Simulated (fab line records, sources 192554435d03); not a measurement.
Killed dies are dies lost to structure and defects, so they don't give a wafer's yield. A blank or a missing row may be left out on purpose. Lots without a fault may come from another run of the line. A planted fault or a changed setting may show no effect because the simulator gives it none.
fab line records | flow n5_finfet
record lots=24 wafers=72 last_day=18
route steps=1938 shown BEOL_M7@1325 BEOL_M8@1334
lots that met no fault: from a run of the same line without faults
start_h: hours from the record's first day to the start of the lot's first wafer shown | wait_h: hours since the lot's step before | " the same as in the row above | L1.1+2: a row that stands for several wafers | - no value, or no start given | * or withheld: withheld | < > ~ a bound
route shown NAME@n: a module of which the file shows steps, and the number in the route of the first | usual: mean/standard deviation of fault-free wafers | same: alike in all rows | chamber/n: place in a boat | sites: the reading at each site | _std_site: their standard deviation | _edge_site: outer sites' mean less inner sites' | radius_mm: how far each site lies from the wafer's centre | mask NAME#n: copy n | behind: the tool/chamber that last shaped the wafer | hold: why the lot was held/for how many hours/how that ended | device: the transistor (n, p or np) that didn't switch | end of line: the same wafers' tests at the end of the route | a step without rows: its recipe alone | killed: dies lost to structure and defects at the first sort, not the wafer's yield | map: a wafer's dies, x killed, . not, _ none there
set.NAME: the setting as run; set.NAME@STEP: as run at that earlier step | model.NAME: the simulator's own value behind a step, which no gauge read
steps of the route over a sample of lots; a table a step, a row a wafer
services: from which hour (start_h, from the record's first day; less than 0 if before it) a tool's chamber was out of use, for how many hours, and why
## steps
# step N5_BEOL_M7_ANNEAL_51
# recipe temp_c=225 time_s=90 ambient=N2
# usual wafer_temp_C_max=226.0/0.32
# columns lot.wafer tool chamber start_h wait_h wafer_temp_C_max
L074.1 rtp_anneal-01 0 206.97 0.2 225.8
L074.3 " 0 " " 226.1
L074.4 " 0 " " 226.0
L075.2 rtp_anneal-02 0 207.27 0.3 225.8
L075.5 " 0 " " 226.0
L075.6 " 0 " " 225.6
L077.1 rtp_anneal-02 0 208.58 0.1 225.7
L077.4 " 0 " " 225.7
L077.5 " 0 " " 225.5
L076.1 rtp_anneal-02 0 215.31 0.1 226.1
L076.2 " 0 " " 225.8
L076.4 " 0 " " 226.1
L079.1 rtp_anneal-01 0 228.59 0.2 226.7
L079.3 " 0 " " 226.5
L079.4 " 0 " " 226.5
L078.3 rtp_anneal-01 0 229.35 0.1 226.3
L078.4 " 0 " " 225.8
L078.5 " 0 " " 226.1
L080.2 rtp_anneal-01 0 234.21 0.3 226.2
L080.5 " 0 " " 226.4
L080.6 " 0 " " 226.6
L081.1 rtp_anneal-01 0 241.27 0.1 225.8
L081.3 " 0 " " 226.3
L081.4 " 0 " " 226.0
L082.2 rtp_anneal-01 0 258.98 0.1 226.2
L082.4 " 0 " " 226.1
L082.5 " 0 " " 226.6
L083.1 rtp_anneal-01 0 263.00 0.1 225.7
L083.4 " 0 " " 226.1
L083.5 " 0 " " 225.9
L084.1 rtp_anneal-02 0 263.76 0.7 225.8
L084.5 " 0 " " 225.7
L084.6 " 0 " " 225.9
L085.2 rtp_anneal-02 0 277.50 0.3 225.8
L085.3 " 0 " " 225.9
L085.4 " 0 " " 225.6
L086.1 rtp_anneal-01 0 281.12 0.3 226.2
L086.3 " 0 " " 226.6
L086.5 " 0 " " 226.0
L087.1 rtp_anneal-02 0 286.63 0.1 225.5
L087.5 " 0 " " 226.0
L087.6 " 0 " " 225.9
L088.1 rtp_anneal-01 0 286.71 0.1 226.4
L088.2 " 0 " " 225.7
L088.5 " 0 " " 226.2
L089.1 rtp_anneal-02 0 287.22 0.1 225.8
L089.4 " 0 " " 225.2
L089.5 " 0 " " 225.8
L090.2 rtp_anneal-02 0 307.59 0.5 225.8
L090.3 " 0 " " 225.9
L090.5 " 0 " " 226.0
L093.3 rtp_anneal-02 0 311.55 0.1 226.1
L093.5 " 0 " " 225.4
L093.6 " 0 " " 225.7
L092.2 rtp_anneal-02 0 311.85 0.1 226.0
L092.4 " 0 " " 225.8
L092.5 " 0 " " 225.9
L094.2 rtp_anneal-01 0 324.56 0.3 226.3
L094.3 " 0 " " 226.1
L094.5 " 0 " " 226.2
L095.1 rtp_anneal-02 0 333.84 0.2 225.8
L095.4 " 0 " " 225.8
L095.6 " 0 " " 225.7
L096.2 rtp_anneal-02 0 334.63 0.1 225.5
L096.4 " 0 " " 225.7
L096.5 " 0 " " 225.9
L097.3 rtp_anneal-02 0 339.38 0.1 226.0
L097.5 " 0 " " 225.5
L097.6 " 0 " " 226.0
L091.3 rtp_anneal-01 0 352.09 0.1 226.3
L091.4 " 0 " " 226.2
L091.5 " 0 " " 226.3
# step N5_BEOL_M7_DEP_56
# recipe material=SiCN target_thk_a=100 temp_c=withheld precursor=3MS/NH3 pressure_torr=3 rf_w=202 time_s=17.5
# usual showerhead_plenum_p_Torr=3.664/0.011 throttle_valve_pct=9.0/0.56
# columns lot.wafer tool chamber start_h wait_h showerhead_plenum_p_Torr throttle_valve_pct
L074.1 pecvd-01 0 207.63 0.0 3.678 9.1
L074.3 " 1 " " 3.654 9.2
L074.4 " 0 " " 3.675 9.0
L075.2 pecvd-02 1 207.89 0.0 3.675 9.6
L075.5 " 2 " " 3.654 9.6
L075.6 " 0 " " 3.673 8.8
L077.1 pecvd-01 1 209.24 0.0 3.661 9.1
L077.4 " 1 " " 3.647 9.2
L077.5 " 0 " " 3.673 8.9
L076.1 pecvd-02 2 215.96 0.0 3.650 9.6
L076.2 " 0 " " 3.667 8.4
L076.4 " 2 " " 3.646 9.4
L079.1 pecvd-03 0 229.25 0.0 3.655 8.8
L079.3 " 1 " " 3.673 9.7
L079.4 " 0 " " 3.656 9.2
L078.3 pecvd-02 1 229.91 0.0 3.680 9.8
L078.4 " 2 " " 3.646 9.7
L078.5 " 0 " " 3.681 8.4
L080.2 pecvd-02 2 234.82 0.0 3.653 9.9
L080.5 " 0 " " 3.670 8.4
L080.6 " 1 " " 3.678 9.7
L081.1 pecvd-03 1 241.92 0.0 3.661 9.3
L081.3 " 2 " " 3.674 7.8
L081.4 " 1 " " 3.661 9.8
L082.2 pecvd-02 2 259.72 0.0 3.647 9.7
L082.4 " 1 " " 3.682 9.6
L082.5 " 2 " " 3.646 9.5
L083.1 pecvd-01 2 263.68 0.0 3.684 8.1
L083.4 " 0 " " 3.662 9.2
L083.5 " 0 " " 3.669 9.2
L084.1 pecvd-01 0 264.43 0.0 3.669 9.0
L084.5 " 2 " " 3.683 8.1
L084.6 " 0 " " 3.671 9.2
L085.2 pecvd-02 0 278.11 0.0 3.676 8.7
L085.3 " 2 " " 3.646 9.9
L085.4 " 2 " " 3.642 9.6
L086.1 pecvd-01 2 281.77 0.0 3.662 8.4
L086.3 " 1 " " 3.656 9.1
L086.5 " 2 " " 3.675 8.4
L087.1 pecvd-01 1 287.29 0.0 3.645 9.2
L087.5 " 0 " " 3.659 9.0
L087.6 " 1 " " 3.641 9.2
L088.1 pecvd-02 2 287.38 0.0 3.655 9.7
L088.2 " 0 " " 3.676 8.7
L088.5 " 2 " " 3.649 9.6
L089.1 pecvd-03 2 287.88 0.0 3.678 7.8
L089.4 " 2 " " 3.667 7.9
L089.5 " 0 " " 3.659 9.0
L090.2 pecvd-02 1 308.21 0.0 3.674 9.7
L090.3 " 2 " " 3.644 9.9
L090.5 " 2 " " 3.642 9.6
L093.3 pecvd-01 0 312.12 0.0 3.671 9.1
L093.5 " 1 " " 3.649 9.0
L093.6 " 2 " " 3.661 8.4
L092.2 pecvd-01 1 312.46 0.0 3.648 8.8
L092.4 " 1 " " 3.641 9.1
L092.5 " 2 " " 3.673 8.4
L094.2 pecvd-03 1 325.18 0.0 3.650 9.5
L094.3 " 2 " " 3.674 8.2
L094.5 " 1 " " 3.660 9.5
L095.1 pecvd-01 2 334.51 0.0 3.677 8.4
L095.4 " 2 " " 3.670 8.4
L095.6 " 0 " " 3.668 9.4
L096.2 pecvd-03 0 335.24 0.0 3.665 9.1
L096.4 " 1 " " 3.672 9.5
L096.5 " 0 " " 3.656 9.0
L097.3 pecvd-03 0 339.96 0.0 3.656 9.4
L097.5 " 0 " " 3.654 9.1
L097.6 " 2 " " 3.667 8.0
L091.3 pecvd-03 2 352.67 0.0 3.665 8.4
L091.4 " 1 " " 3.668 9.5
L091.5 " 0 " " 3.655 9.1
# step N5_BEOL_M8_THK_MEAS_01
# recipe reads=SiCOH_lowk_of_BEOL_M8_ILD_DEP_00
# usual M8_ILD_THK=154.8/2.1
# columns lot.wafer tool chamber start_h wait_h M8_ILD_THK[nm]
L074.1 film_metro-01 - 208.36 0.4 152.9
L074.3 " - " " 156.3
L074.4 " - " " 156.3
L075.2 film_metro-02 - 208.62 0.4 155.1
L075.5 " - " " 154.7
L075.6 " - " " 156.5
L077.1 film_metro-02 - 209.97 0.4 154.7
L077.4 " - " " 157.0
L077.5 " - " " 156.7
L076.1 film_metro-01 - 216.67 0.4 151.2
L076.2 " - " " 151.6
L076.4 " - " " 154.2
L079.1 film_metro-01 - 229.96 0.4 151.3
L079.3 " - " " 152.5
L079.4 " - " " 154.7
L078.3 film_metro-01 - 230.64 0.3 154.8
L078.4 " - " " 155.4
L078.5 " - " " 153.9
L080.2 film_metro-01 - 235.53 0.4 153.2
L080.5 " - " " 154.9
L080.6 " - " " 156.2
L081.1 film_metro-01 - 242.63 0.4 154.1
L081.3 " - " " 154.6
L081.4 " - " " 156.5
L082.2 film_metro-01 - 260.44 0.4 155.5
L082.4 " - " " 158.5
L082.5 " - " " 159.4
L083.1 film_metro-01 - 264.40 0.4 151.6
L083.4 " - " " 157.4
L083.5 " - " " 155.9
L084.1 film_metro-01 - 265.16 0.4 153.5
L084.5 " - " " 155.9
L084.6 " - " " 156.2
L085.2 film_metro-01 - 278.82 0.4 155.8
L085.3 " - " " 153.7
L085.4 " - " " 156.2
L086.1 film_metro-01 - 282.48 0.4 157.2
L086.3 " - " " 157.4
L086.5 " - " " 158.2
L087.1 film_metro-01 - 288.00 0.4 151.8
L087.5 " - " " 154.8
L087.6 " - " " 154.4
L088.1 film_metro-02 - 288.09 0.4 154.9
L088.2 " - " " 156.2
L088.5 " - " " 156.1
L089.1 film_metro-01 - 288.59 0.4 153.8
L089.4 " - " " 156.1
L089.5 " - " " 156.0
L090.2 film_metro-02 - 308.92 0.4 151.9
L090.3 " - " " 154.3
L090.5 " - " " 156.8
L093.3 film_metro-02 - 312.83 0.3 150.9
L093.5 " - " " 155.7
L093.6 " - " " 153.6
L092.2 film_metro-02 - 313.37 0.4 155.6
L092.4 " - " " 157.9
L092.5 " - " " 157.3
L094.2 film_metro-02 - 325.89 0.4 150.9
L094.3 " - " " 152.3
L094.5 " - " " 153.5
L095.1 film_metro-02 - 335.70 0.8 153.9
L095.4 " - " " 153.1
L095.6 " - " " 153.7
L096.2 film_metro-01 - 335.95 0.4 155.3
L096.4 " - " " 157.9
L096.5 " - " " 158.0
L097.3 film_metro-02 - 340.67 0.3 153.2
L097.5 " - " " 156.6
L097.6 " - " " 155.1
L091.3 film_metro-01 - 353.38 0.3 155.1
L091.4 " - " " 157.6
L091.5 " - " " 156.9
# step N5_BEOL_M8_ETCH_41
# recipe chemistry=CH3F/O2 target=SiCN target_depth_a=319 taper_deg=2 time_s=57.8 ion_energy_ev=120 mask_material=TiN pressure_mtorr=30 source_w=395 bias_w=75 Ar_flow_sccm=150 CH3F_flow_sccm=30 O2_flow_sccm=20
# usual bias_w=75.01/0.23 drypump_motor_current_A=5.8/0.45 oes_product_au=0.78/0.088 rf_vpp_V=297.4/1.3 showerhead_plenum_p_Torr=2.01/0.052 throttle_valve_pct=16.43/0.21
# columns lot.wafer tool chamber start_h wait_h bias_w drypump_motor_current_A oes_product_au rf_hours_counter_h rf_vpp_V showerhead_plenum_p_Torr throttle_valve_pct
L074.1 rie_diel-04 3 - - 74.78 5.6 1.02 1 297.5 2.06 16.38
L074.3 " 1 " " 75.45 5.5 0.81 100 297.3 2.02 16.52
L074.4 " 2 " " 75.26 6.0 0.78 113 297.2 2.01 16.10
L077.1 rie_diel-04 0 - - 74.97 5.3 0.71 216 297.9 1.99 16.40
L077.4 " 3 " " 74.71 5.6 1.00 3 298.7 2.06 16.39
L077.5 " 2 " " 75.09 6.0 0.78 - 297.7 2.01 16.09
L075.2 rie_diel-01 0 - - 75.45 5.9 0.72 184 294.1 1.90 16.21
L075.5 " 2 " " 74.87 5.6 0.76 - 295.4 1.91 16.35
L075.6 " 3 " " 74.83 6.7 0.69 - 298.1 2.06 16.71
L076.1 rie_diel-04 1 - - 74.88 5.6 0.80 105 298.1 2.02 16.52
L076.2 " 2 " " 75.27 6.0 0.78 116 297.1 2.01 16.09
L076.4 " 3 " " 74.66 5.6 1.00 5 298.6 2.06 16.38
L079.1 rie_diel-01 2 - - 75.49 5.6 0.75 129 294.0 1.91 16.35
L079.3 " 0 " " 74.99 5.9 0.70 191 295.0 1.90 16.20
L079.4 " 1 " " 74.88 6.2 0.82 94 297.9 2.02 16.46
L078.3 rie_diel-04 3 - - 75.33 5.6 0.96 10 298.4 2.06 16.40
L078.4 " 2 " " 75.12 6.0 0.77 121 297.8 2.01 16.10
L078.5 " 3 " " 75.34 5.6 0.95 - 299.0 2.06 16.40
L080.2 rie_diel-01 0 - - 75.05 5.9 0.71 194 294.7 1.90 16.22
L080.5 " 1 " " 75.32 6.2 0.82 - 299.4 2.02 16.45
L080.6 " 0 " " 74.94 5.9 0.71 - 295.4 1.90 16.23
L081.1 rie_diel-02 0 - - 75.37 6.2 0.85 46 297.5 2.05 16.35
L081.3 " 1 " " 75.22 5.8 0.75 175 296.2 2.00 16.56
L081.4 " 3 " " 75.07 5.2 0.70 216 297.4 2.00 16.32
L082.2 rie_diel-02 3 - - 74.76 5.2 0.69 221 297.9 1.99 16.34
L082.4 " 2 " " 74.87 6.6 0.73 200 299.0 2.09 16.85
L082.5 " 1 " " 74.98 5.8 0.74 - 297.7 2.00 16.58
L083.1 rie_diel-02 2 - - 75.50 6.7 0.73 201 299.1 2.09 16.85
L083.4 " 1 " " 75.10 5.8 0.75 181 296.7 2.00 16.57
L083.5 " 3 " " 75.18 5.2 0.69 - 297.7 1.99 16.35
L084.1 rie_diel-04 0 - - 74.85 5.3 0.68 235 297.6 1.98 16.45
L084.5 " 2 " " 74.67 5.9 0.76 - 298.7 2.01 16.14
L084.6 " 1 " " 75.17 5.6 0.79 - 297.2 2.02 16.56
L085.2 rie_diel-02 3 - - 74.67 5.2 0.68 227 296.4 1.99 16.35
L085.3 " 1 " " 74.45 5.8 0.75 186 297.3 2.00 16.59
L085.4 " 2 " " 74.97 6.6 0.72 206 300.0 2.09 16.85
L086.1 rie_diel-02 0 - - 75.11 6.2 0.84 60 298.0 2.05 16.34
L086.3 " 2 " " 74.75 6.7 0.71 209 299.3 2.09 16.88
L086.5 " 2 " " 74.85 6.6 0.71 - 298.2 2.09 16.88
L089.1 rie_diel-04 3 - - 74.44 5.6 0.92 33 299.0 2.05 16.43
L089.4 " 0 " " 75.13 5.3 0.68 247 297.0 1.98 16.46
L089.5 " 0 " " 75.33 5.3 0.68 - 295.2 1.98 16.44
L087.1 rie_diel-04 0 - - 74.53 5.3 0.68 247 295.6 1.98 16.46
L087.5 " 1 " " 75.03 5.5 0.77 - 298.9 2.01 16.58
L087.6 " 0 " " 74.93 5.3 0.67 - 297.0 1.98 16.47
L088.1 rie_diel-02 1 - - 74.99 5.9 0.73 192 295.4 2.00 16.59
L088.2 " 3 " " 74.90 5.2 0.67 233 297.0 1.99 16.36
L088.5 " 0 " " 75.14 6.2 0.83 - 297.5 2.05 16.36
L090.2 rie_diel-02 1 - - 74.93 5.8 0.73 200 297.9 1.99 16.62
L090.3 " 0 " " 75.49 6.1 0.82 71 298.6 2.05 16.37
L090.5 " 3 " " 75.21 5.2 0.67 - 298.4 1.99 16.38
L093.3 rie_diel-01 2 - - 74.96 5.6 0.72 157 294.8 1.90 16.44
L093.5 " 3 " " 75.09 6.7 0.97 - 298.3 2.05 16.28
L093.6 " 2 " " 74.76 5.6 0.71 - 296.4 1.90 16.43
L092.2 rie_diel-04 1 - - 75.18 5.5 0.76 144 297.4 2.01 16.59
L092.4 " 1 " " 75.29 5.5 0.75 - 297.3 2.01 16.59
L092.5 " 3 " " 75.10 5.6 0.90 - 297.1 2.05 16.44
L094.2 rie_diel-02 2 - - 75.42 6.6 0.71 225 298.6 2.08 16.89
L094.3 " 1 " " 74.96 5.8 0.73 205 297.9 1.99 16.62
L094.5 " 0 " " 74.88 6.2 0.81 - 298.1 2.04 16.38
L095.1 rie_diel-04 2 - - 74.74 6.0 0.73 162 296.5 2.00 16.17
L095.4 " 1 " " 74.92 5.5 0.75 151 295.5 2.01 16.60
L095.6 " 0 " " 75.02 5.3 0.94 - 296.8 1.97 15.95
L096.2 rie_diel-04 3 - - 75.20 5.6 0.89 47 298.2 2.04 16.45
L096.4 " 1 " " 74.82 5.5 0.75 151 297.3 2.01 16.62
L096.5 " 1 " " 74.91 5.6 0.76 - 294.7 2.01 16.59
L097.3 rie_diel-01 3 - - 74.48 6.7 0.94 21 297.5 2.05 16.30
L097.5 " 3 " " 74.82 6.7 0.94 - 299.4 2.05 16.28
L097.6 " 2 " " 75.17 5.6 0.72 - 295.6 1.90 16.44
L091.3 rie_diel-01 3 - - 74.96 6.7 0.93 26 298.1 2.04 16.29
L091.4 " 2 " " 74.93 5.6 0.71 172 295.3 1.90 16.44
L091.5 " 0 " " 75.36 5.9 0.69 - 295.7 1.89 16.28
# step N5_BEOL_M8_SURFACE_TREAT_79
# recipe gas=Ar time_s=* ion_energy_ev=* ion_current_ma_cm2=0.5 pressure_mtorr=* ar_flow_sccm=30
# usual throttle_valve_pct=*
# columns lot.wafer tool chamber start_h wait_h throttle_valve_pct
L074.1 pvd_sputter-02 - 213.91 1.7 *
L074.3 " - " " *
L074.4 " - " " *
L077.1 pvd_sputter-01 - 216.35 0.4 *
L077.4 " - " " *
L077.5 " - " " *
L075.2 pvd_sputter-01 - 216.39 0.3 *
L075.5 " - " " *
L075.6 " - " " *
L076.1 pvd_sputter-02 - 222.27 0.4 *
L076.2 " - " " *
L076.4 " - " " *
L079.1 pvd_sputter-02 - 233.95 0.2 *
L079.3 " - " " *
L079.4 " - " " *
L078.3 pvd_sputter-01 - 235.80 0.2 *
L078.4 " - " " *
L078.5 " - " " *
L080.2 pvd_sputter-03 - 240.46 0.4 *
L080.5 " - " " *
L080.6 " - " " *
L081.1 pvd_sputter-03 - 252.85 1.8 *
L081.3 " - " " *
L081.4 " - " " *
L082.2 pvd_sputter-02 - 266.82 0.3 *
L082.4 " - " " *
L082.5 " - " " *
L083.1 pvd_sputter-01 - 270.07 0.2 *
L083.4 " - " " *
L083.5 " - " " *
L084.1 pvd_sputter-01 - 270.25 0.2 *
L084.5 " - " " *
L084.6 " - " " *
L085.2 pvd_sputter-01 - 283.92 0.2 *
L085.3 " - " " *
L085.4 " - " " *
L086.1 pvd_sputter-02 - 289.78 0.2 *
L086.3 " - " " *
L086.5 " - " " *
L089.1 pvd_sputter-02 - 295.41 0.3 *
L089.4 " - " " *
L089.5 " - " " *
L087.1 pvd_sputter-02 - 296.33 0.5 *
L087.5 " - " " *
L087.6 " - " " *
L088.1 pvd_sputter-02 - 296.37 0.4 *
L088.2 " - " " *
L088.5 " - " " *
L090.2 pvd_sputter-01 - 313.74 0.2 *
L090.3 " - " " *
L090.5 " - " " *
L093.3 pvd_sputter-02 - 318.66 0.2 *
L093.5 " - " " *
L093.6 " - " " *
L092.2 pvd_sputter-01 - 318.82 0.2 *
L092.4 " - " " *
L092.5 " - " " *
L094.2 pvd_sputter-03 - 330.74 0.4 *
L094.3 " - " " *
L094.5 " - " " *
L095.1 pvd_sputter-02 - 342.28 0.2 *
L095.4 " - " " *
L095.6 " - " " *
L096.2 pvd_sputter-02 - 342.73 0.2 *
L096.4 " - " " *
L096.5 " - " " *
L097.3 pvd_sputter-01 - 346.13 0.2 *
L097.5 " - " " *
L097.6 " - " " *
L091.3 pvd_sputter-02 - 359.68 0.3 *
L091.4 " - " " *
L091.5 " - " " *
# step N5_BEOL_M8_DEP_56
# recipe material=SiCN target_thk_a=100 temp_c=withheld precursor=3MS/NH3 pressure_torr=3 rf_w=202 time_s=17.5
# usual showerhead_plenum_p_Torr=3.661/0.0086 throttle_valve_pct=8.9/0.46
# columns lot.wafer tool chamber start_h wait_h showerhead_plenum_p_Torr throttle_valve_pct
L074.1 pecvd-04 2 215.03 0.0 3.661 8.6
L074.3 " 0 " " 3.660 8.9
L074.4 " 0 " " 3.657 9.2
L077.1 pecvd-01 1 217.67 0.0 3.640 9.4
L077.4 " 1 " " 3.646 9.4
L077.5 " 1 " " 3.649 8.9
L075.2 pecvd-04 0 217.94 0.0 3.662 9.2
L075.5 " 2 " " 3.657 8.7
L075.6 " 0 " " 3.658 9.1
L076.1 pecvd-03 1 223.38 0.0 3.664 9.5
L076.2 " 0 " " 3.650 9.2
L076.4 " 0 " " 3.661 9.2
L079.1 pecvd-01 2 235.43 0.0 3.671 8.4
L079.3 " 1 " " 3.639 9.4
L079.4 " 1 " " 3.639 9.0
L078.3 pecvd-04 0 237.15 0.0 3.646 9.2
L078.4 " 2 " " 3.647 8.9
L078.5 " 0 " " 3.660 9.5
L080.2 pecvd-03 0 242.10 0.0 3.659 9.1
L080.5 " 0 " " 3.659 8.9
L080.6 " 2 " " 3.666 8.1
L081.1 pecvd-01 1 254.00 0.0 3.650 9.0
L081.3 " 0 " " 3.674 9.0
L081.4 " 2 " " 3.667 8.3
L082.2 pecvd-03 1 268.06 0.0 3.667 9.7
L082.4 " 2 " " 3.667 8.1
L082.5 " 1 " " 3.655 9.9
L083.1 pecvd-01 1 271.12 0.0 3.648 9.1
L083.4 " 2 " " 3.667 8.2
L083.5 " 1 " " 3.647 9.1
L084.1 pecvd-03 2 271.56 0.0 3.668 8.0
L084.5 " 1 " " 3.663 9.9
L084.6 " 0 " " 3.655 8.9
L085.2 pecvd-04 1 285.52 0.0 3.664 8.4
L085.3 " 2 " " 3.665 8.5
L085.4 " 2 " " 3.660 9.0
L086.1 pecvd-01 1 290.88 0.0 3.651 8.9
L086.3 " 0 " " 3.682 8.9
L086.5 " 0 " " 3.657 9.4
L089.1 pecvd-01 2 296.73 0.0 3.673 8.3
L089.4 " 0 " " 3.660 9.0
L089.5 " 2 " " 3.678 8.4
L087.1 pecvd-04 1 297.43 0.0 3.657 8.6
L087.5 " 1 " " 3.665 8.8
L087.6 " 0 " " 3.660 9.1
L088.1 pecvd-03 0 297.68 0.0 3.666 9.1
L088.2 " 2 " " 3.660 7.8
L088.5 " 1 " " 3.659 9.6
L090.2 pecvd-03 1 315.21 0.0 3.661 9.4
L090.3 " 2 " " 3.664 8.1
L090.5 " 1 " " 3.657 9.5
L093.3 pecvd-04 0 319.88 0.0 3.652 9.2
L093.5 " 0 " " 3.663 9.0
L093.6 " 1 " " 3.673 8.6
L092.2 pecvd-04 2 320.21 0.0 3.659 8.7
L092.4 " 0 " " 3.660 9.1
L092.5 " 1 " " 3.670 8.6
L094.2 pecvd-04 0 332.16 0.0 3.651 9.3
L094.3 " 1 " " 3.672 8.8
L094.5 " 1 " " 3.669 8.7
L095.1 pecvd-04 1 343.51 0.0 3.665 9.0
L095.4 " 0 " " 3.662 9.2
L095.6 " 1 " " 3.672 8.8
L096.2 pecvd-01 2 345.59 0.0 3.668 8.3
L096.4 " 1 " " 3.656 9.3
L096.5 " 0 " " 3.673 9.1
L097.3 pecvd-01 2 347.62 0.0 3.668 8.6
L097.5 " 1 " " 3.648 9.1
L097.6 " 2 " " 3.674 8.2
L091.3 pecvd-03 0 360.82 0.0 3.658 9.0
L091.4 " 1 " " 3.673 9.7
L091.5 " 2 " " 3.660 7.9
## services
# columns tool chamber start_h hours kind
rie_diel-04 0 192.97 14.7 repair
pecvd-01 2 202.40 - clean
pecvd-01 2 202.40 - consumable_replace:showerhead
pecvd-01 2 202.40 29.0 scheduled_down
pecvd-01 2 202.40 29.0 vent_cycle
pvd_sputter-02 - 205.02 2.0 repair
pecvd-03 1 218.34 4.4 repair
pecvd-04 2 237.47 1.8 repair
rie_diel-01 3 242.29 6.0 repair
pvd_sputter-01 - 246.25 3.0 repair
pecvd-01 0 248.25 4.4 repair
pecvd-03 1 249.05 5.5 scheduled_down
pecvd-01 1 260.05 5.9 repair
pecvd-02 - 265.18 2.9 repair
pecvd-02 - 268.09 2.8 pm
rie_diel-01 1 269.22 5.2 repair
pecvd-03 - 273.89 2.8 pm
rie_diel-01 - 280.26 14.6 pm
rie_diel-01 1 315.35 8.1 repair
rie_diel-02 1 318.16 4.5 repair
rie_diel-02 3 322.29 6.9 repair
pecvd-02 - 323.87 14.6 pm
pvd_sputter-01 - 335.05 1.8 repair
pvd_sputter-01 - 354.34 9.6 repair
## key
fault none
